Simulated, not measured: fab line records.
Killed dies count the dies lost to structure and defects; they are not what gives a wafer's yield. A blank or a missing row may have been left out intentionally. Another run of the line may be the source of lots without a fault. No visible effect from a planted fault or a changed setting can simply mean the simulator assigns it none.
Problem report, 8D (eight disciplines) form, completed by code -- flow nand harc -- the parts of the form that need people (team, actions taken, sign-off) are left out

1. PROBLEM STATEMENT
Wafers without a fault read 34.5 s, standard deviation 0.38; run length s at NHARC_A_WL_FILL_ETCHBACK_26 reads a mean of 31.3 s on 4 wafers belonging to 2 lots. Measured from the usual mean, that is -8.4 standard deviations.
The step: etches the open film in HBr, target depth 52 nm, time 13.3 s.
First seen on wafer L135.1, day 25 18:11, on rie si-01. The record holds 36 wafers of 12 lots with a number at this step. Rule for "out" (also "out of limits"): further than 4 standard deviations from the usual mean. The other wafers with a number count as sound.

2. WHAT IT IS, WHAT IT ISN'T
question,is,is not
which readings at this step,run length s,"drypump motor current A, he backside leak sccm, throttle valve pct"
which lots,"L135, L137","L124, L126, L130, L131, L132, L136, L144, L145, L146, L147"
which wafers of those lots,"L135.1, L135.4, L135.5, L137.1","L137.2, L137.3"
read on which tools,rie si-01,"rie si-04, rie si-06"
when,from day 25 18:11,"up to then (15 sound wafers); but 17 sound wafers of L136, L137, L144, L145, L146, L147 came after"

3. WHAT RULES OUT EACH SUSPECT
Counting: if a tool at a process step up to the reading ran every lot that is out, it stays a suspect. Sound lots after the first of them don't rule it out here, since some wafers of a struck lot are sound.
- cmp-02 at NHARC_A_SGD_CUT_CMP_21 (polishes, target thk 148.19 nm): kept. Every lot that is out went through it, the first being L135 (day 24 01:37); the last sound lot it ran before that was L132 (day 23 06:53).
- rie diel-11 at NHARC_A_SLIT_STRIP_18 (strips in O2): kept. Every lot that is out went through it, the first being L135 (day 25 02:25); the last sound lot it ran before that was L132 (day 24 02:31). NHARC_A_SLIT_STRIP_18 gives no start for some lots, so the hours and the order of its lots are those of NHARC_A_WL_FILL_CVD_03.
- rie si-01 at NHARC_A_WL_FILL_ETCHBACK_26 (etches the open film in HBr, target depth 52 nm, time 13.3 s): kept. Every lot that is out went through it, the first being L135 (day 25 18:11); the last sound lot it ran before that was L124 (day 21 15:29). Its own run length s readings are out on those wafers.
The count leaves cmp-02 at NHARC_A_SGD_CUT_CMP_21, rie diel-11 at NHARC_A_SLIT_STRIP_18, and rie si-01 at NHARC_A_WL_FILL_ETCHBACK_26.

4. THE CAUSE (what the simulator had put in)
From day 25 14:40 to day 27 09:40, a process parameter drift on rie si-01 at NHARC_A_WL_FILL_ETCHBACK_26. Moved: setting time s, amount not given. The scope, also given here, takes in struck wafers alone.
This tool is one of the 3 suspects left after counting.

5. THE CHAIN OF EFFECTS, in route order
One row per reading whose mean, taken over the struck wafers that have a number, lies over 3 standard deviations from the usual. Only readings whose record carries a usual standard deviation are examined. hours: median over the lots of the time between each lot's start at the first step of this table that gives one and its start at this step. sigmas: the change, counted in usual standard deviations.
hours,step,reading,usual,on struck wafers,change,sigmas
0,NHARC_A_WL_FILL_ETCHBACK_26,run length s,34.5 s,31.3,-3.2,-8.4
The process steps in it:
- NHARC_A_WL_FILL_ETCHBACK_26: etches the open film in HBr, target depth 52 nm, time 13.3 s.

6. HOW IT WOULD HAVE BEEN CAUGHT EARLIER
The fault began at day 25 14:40; the first out-of-limits reading in this record came at day 25 18:11, 4 hours later.
